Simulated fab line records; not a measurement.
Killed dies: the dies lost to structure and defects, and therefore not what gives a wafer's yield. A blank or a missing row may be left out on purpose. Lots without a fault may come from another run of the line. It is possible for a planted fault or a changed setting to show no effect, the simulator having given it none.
Matching of chambers ; flow n5_finfet ; pecvd-04 running N5_BEOL_M0_SAQP_PECVD_96: 3 sister chambers
The step deposits a-Si from SiH4/He, target thk 45 nm, time 45.2 s. 6 wafers are shown with their chamber, then 7 later ones without.

== WAFERS PAIRED WITH THEIR CHAMBERS ==
wafer;chamber;throttle_valve_pct (%);showerhead_plenum_p_Torr (Torr)
L084.1;1;16.3;5.67
L085.3;2;18.6;5.70
L085.5;0;18.0;5.73
L085.6;2;18.6;5.69
L088.2;0;17.8;5.75
L088.5;1;16.4;5.67

== WAFERS WITH NO CHAMBER GIVEN ==
wafer;throttle_valve_pct (%);showerhead_plenum_p_Torr (Torr)
L088.6;18.0;5.75
L089.1;17.8;5.72
L089.4;19.0;5.70
L089.6;17.6;5.72
L097.3;16.8;5.67
L097.4;16.4;5.67
L097.6;17.6;5.73

== WHICH CHAMBER EACH ONE RAN IN ==
wafer;from the rows above;in truth
L088.6;0;0
L089.1;0;0
L089.4;2;2
L089.6;0;0
L097.3;1;1
L097.4;1;1
L097.6;0;0
Placed correctly: 7 of 7. Can't be placed from these rows: 0. Number placed wrongly: 0.
How it was worked out, from the rows above alone: a wafer's distance from a chamber is the root of the sum, over the readings, of the square of ((its reading less the chamber's mean) divided by the reading's scatter). The wafer belongs to the nearest chamber; if the next one is less than 2 further off, it can't be placed. A chamber's mean is the mean of its shown wafers. The scatter is the square root of a quotient: the sum, over the shown wafers, of each reading's squared deviation from its chamber's mean, divided by wafers minus chambers.
